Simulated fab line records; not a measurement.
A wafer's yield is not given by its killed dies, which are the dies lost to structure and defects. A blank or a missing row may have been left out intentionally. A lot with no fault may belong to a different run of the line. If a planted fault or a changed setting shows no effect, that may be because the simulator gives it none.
Lot-split experiment :: flow n5 finfet :: route with 1938 steps; 7 lots, 39 wafers read

== THE SPLIT ITSELF ==
At N5_FIN_SAQP_SPACER1_ALD_24 (deposits SiO2, target thk 20.3 nm, pulse time 1 s, purge time 2 s), the setting ald cycles was moved away from the recipe's 218 on 15 of the 39 wafers read, by -53.2% to +30.3%. The other wafers ran this setting at the recipe's value.

== FROM THE SPLIT TO THE READING: what the file shows between them, 2 steps ==
- N5_FIN_SAQP_SPACER1_ETCHBACK_25: etches SiO2 in CHF3/O2, target depth 24.4 nm, time 12.2 s
- N5_FIN_SAQP_MANDREL1_REMOVE_56: chemistry HBr/Cl2/O2, target a-Si, stops on SiNx, bt time 10 s

== THE READING ==
cd nm (nm) at N5_FIN_SAQP_CD_MEAS_27, where the cd target is 20 nm. Typical for fault-free wafers on this fab line: 20.33 nm, with standard deviation 0.2 nm.

wafer: L074.1
tool, chamber at the split: ald sin-02, 1,3
ald cycles as run: 218
against the recipe: recipe
cd nm, nm: 20.75
against lot-mates on the recipe: -

wafer: L074.2
tool, chamber at the split: ald sin-02, 0
ald cycles as run: 218
against the recipe: recipe
cd nm, nm: 20.49
against lot-mates on the recipe: -

wafer: L074.3
tool, chamber at the split: ald sin-02, 2,0
ald cycles as run: 284
against the recipe: +30.3%
cd nm, nm: 26.20
against lot-mates on the recipe: +5.73

wafer: L074.4
tool, chamber at the split: ald sin-02, 1,3
ald cycles as run: 218
against the recipe: recipe
cd nm, nm: 20.17
against lot-mates on the recipe: -

wafer: L074.5
tool, chamber at the split: ald sin-02, 3
ald cycles as run: 284
against the recipe: +30.3%
cd nm, nm: 26.52
against lot-mates on the recipe: +6.05

wafer: L074.6
tool, chamber at the split: ald sin-02, 2,0
ald cycles as run: 284
against the recipe: +30.3%
cd nm, nm: 26.71
against lot-mates on the recipe: +6.24

wafer: L075.1
tool, chamber at the split: ald sin-04, 0,3,1
ald cycles as run: 218
against the recipe: recipe
cd nm, nm: 20.35
against lot-mates on the recipe: -

wafer: L075.2
tool, chamber at the split: ald sin-04, 2,3
ald cycles as run: 166
against the recipe: -23.9%
cd nm, nm: 15.46
against lot-mates on the recipe: -4.87

wafer: L075.3
tool, chamber at the split: ald sin-04, 0,3,1
ald cycles as run: 218
against the recipe: recipe
cd nm, nm: 20.16
against lot-mates on the recipe: -

wafer: L075.4
tool, chamber at the split: ald sin-04, 0,3,1
ald cycles as run: 218
against the recipe: recipe
cd nm, nm: 20.49
against lot-mates on the recipe: -

wafer: L075.5
tool, chamber at the split: ald sin-04, 2
ald cycles as run: 166
against the recipe: -23.9%
cd nm, nm: 15.55
against lot-mates on the recipe: -4.78

wafer: L075.6
tool, chamber at the split: ald sin-04, 2,3
ald cycles as run: 166
against the recipe: -23.9%
cd nm, nm: 15.36
against lot-mates on the recipe: -4.97

wafer: L078.1
tool, chamber at the split: ald sin-01, 0,2,1,3,2,3
ald cycles as run: 218
against the recipe: recipe
cd nm, nm: 20.36
against lot-mates on the recipe: -

wafer: L078.2
tool, chamber at the split: ald sin-01, 0,2,1,3,2,3
ald cycles as run: 218
against the recipe: recipe
cd nm, nm: 20.34
against lot-mates on the recipe: -

wafer: L078.3
tool, chamber at the split: ald sin-01, 0,2,1,3,2,3
ald cycles as run: 218
against the recipe: recipe
cd nm, nm: 20.41
against lot-mates on the recipe: -

wafer: L078.4
tool, chamber at the split: ald sin-01, 0,2,1,3,2,3
ald cycles as run: 218
against the recipe: recipe
cd nm, nm: 20.26
against lot-mates on the recipe: -

wafer: L078.5
tool, chamber at the split: ald sin-01, 0,2,1,3,2,3
ald cycles as run: 218
against the recipe: recipe
cd nm, nm: 20.30
against lot-mates on the recipe: -

wafer: L078.6
tool, chamber at the split: ald sin-01, 0,2,1,3,2,3
ald cycles as run: 218
against the recipe: recipe
cd nm, nm: 20.28
against lot-mates on the recipe: -

wafer: L083.1
tool, chamber at the split: ald sin-01, 2
ald cycles as run: 218
against the recipe: recipe
cd nm, nm: 20.48
against lot-mates on the recipe: -

wafer: L083.2
tool, chamber at the split: ald sin-01, 3,1,2
ald cycles as run: 102
against the recipe: -53.2%
cd nm, nm: 9.78
against lot-mates on the recipe: -10.77

wafer: L083.3
tool, chamber at the split: ald sin-01, 0
ald cycles as run: 218
against the recipe: recipe
cd nm, nm: 20.60
against lot-mates on the recipe: -

wafer: L083.4
tool, chamber at the split: ald sin-01, 3,1,2
ald cycles as run: 102
against the recipe: -53.2%
cd nm, nm: 9.77
against lot-mates on the recipe: -10.78

wafer: L083.5
tool, chamber at the split: ald sin-01, 1
ald cycles as run: 218
against the recipe: recipe
cd nm, nm: 20.58
against lot-mates on the recipe: -

wafer: L083.6
tool, chamber at the split: ald sin-01, 3,1,2
ald cycles as run: 102
against the recipe: -53.2%
cd nm, nm: 9.36
against lot-mates on the recipe: -11.19

wafer: L088.1
tool, chamber at the split: ald sin-01, 0,1
ald cycles as run: 218
against the recipe: recipe
cd nm, nm: 20.08
against lot-mates on the recipe: -

wafer: L088.2
tool, chamber at the split: ald sin-01, 0,1
ald cycles as run: 218
against the recipe: recipe
cd nm, nm: 20.27
against lot-mates on the recipe: -

wafer: L088.3
tool, chamber at the split: ald sin-01, 3,0
ald cycles as run: 168
against the recipe: -22.9%
cd nm, nm: 15.60
against lot-mates on the recipe: -4.61

wafer: L088.4
tool, chamber at the split: ald sin-01, 2
ald cycles as run: 218
against the recipe: recipe
cd nm, nm: 20.27
against lot-mates on the recipe: -

wafer: L088.5
tool, chamber at the split: ald sin-01, 1
ald cycles as run: 168
against the recipe: -22.9%
cd nm, nm: 15.63
against lot-mates on the recipe: -4.58

wafer: L088.6
tool, chamber at the split: ald sin-01, 3,0
ald cycles as run: 168
against the recipe: -22.9%
cd nm, nm: 15.64
against lot-mates on the recipe: -4.57

wafer: L089.2
tool, chamber at the split: ald sin-02, 2
ald cycles as run: 218
against the recipe: recipe
cd nm, nm: 19.99
against lot-mates on the recipe: -

wafer: L089.4
tool, chamber at the split: ald sin-02, 1
ald cycles as run: 218
against the recipe: recipe
cd nm, nm: 20.46
against lot-mates on the recipe: -

wafer: L089.5
tool, chamber at the split: ald sin-02, 1
ald cycles as run: 218
against the recipe: recipe
cd nm, nm: 20.37
against lot-mates on the recipe: -

wafer: L093.1
tool, chamber at the split: ald sin-04, 3,1
ald cycles as run: 218
against the recipe: recipe
cd nm, nm: 20.24
against lot-mates on the recipe: -

wafer: L093.2
tool, chamber at the split: ald sin-04, 2,0,3
ald cycles as run: 169
against the recipe: -22.5%
cd nm, nm: 15.60
against lot-mates on the recipe: -4.57

wafer: L093.3
tool, chamber at the split: ald sin-04, 3,1
ald cycles as run: 218
against the recipe: recipe
cd nm, nm: 20.33
against lot-mates on the recipe: -

wafer: L093.4
tool, chamber at the split: ald sin-04, 2,0,3
ald cycles as run: 169
against the recipe: -22.5%
cd nm, nm: 15.80
against lot-mates on the recipe: -4.37

wafer: L093.5
tool, chamber at the split: ald sin-04, 2,0,3
ald cycles as run: 169
against the recipe: -22.5%
cd nm, nm: 15.87
against lot-mates on the recipe: -4.30

wafer: L093.6
tool, chamber at the split: ald sin-04, 0
ald cycles as run: 218
against the recipe: recipe
cd nm, nm: 19.95
against lot-mates on the recipe: -
Rows listing several chambers each stand for several wafers; the file does not say which wafer went through which chamber.

THE FIT
A straight line over all 39 wafers: cd nm changes by +0.202 nm for each +1% of ald cycles; r = +1.00; the points scatter about the line by 0.18 nm.
The same after taking each lot's own level away (the mean of its wafers on the recipe; 39 wafers): +0.202 nm for each +1%; r = +1.00; scatter 0.16 nm.
That fit puts the effect of the largest move of ald cycles on the reading at 11 nm.
From 20.173 to 20.553 nm: that is the span of the lots' own levels, equal to 1.9 times the standard deviation above.
The two slopes agree, so the slope changes little with the lot-to-lot level.
Check: with one of the wafers moved furthest among these (-53.2%) left out of the fit, the line predicts -10.8 nm for it against its lot-mates. Against them it came out at -10.8 nm.

== THE WHOLE CHAIN: every reading that the file lists as answering this split, in the file's order ==
step: N5_FIN_SAQP_SPACER1_ALD_24
what it does: deposits SiO2, target thk 20.3 nm, pulse time 1 s, purge time 2 s
reading: SiO2_of_FIN_SAQP_SPACER1_ALD_24.thk nm (the simulator's own value, which no gauge read)
change (the file's fit): +0.202 nm for each +1% of the setting
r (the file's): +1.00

step: N5_FIN_SAQP_MANDREL1_REMOVE_56
what it does: chemistry HBr/Cl2/O2, target a-Si, stops on SiNx, bt time 10 s
reading: FIN_SAQP.cd nm (the simulator's own value, which no gauge read)
change (the file's fit): +0.203 nm for each +1% of the setting
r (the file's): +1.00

step: N5_FIN_SAQP_CD_MEAS_27
what it does: target cd 20 nm
reading: cd nm
change (the file's fit): +0.203 nm for each +1% of the setting
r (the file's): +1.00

== THE FILE'S OWN FIT ==
cd nm changes by +0.203 nm for each +1% of ald cycles, r = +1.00.
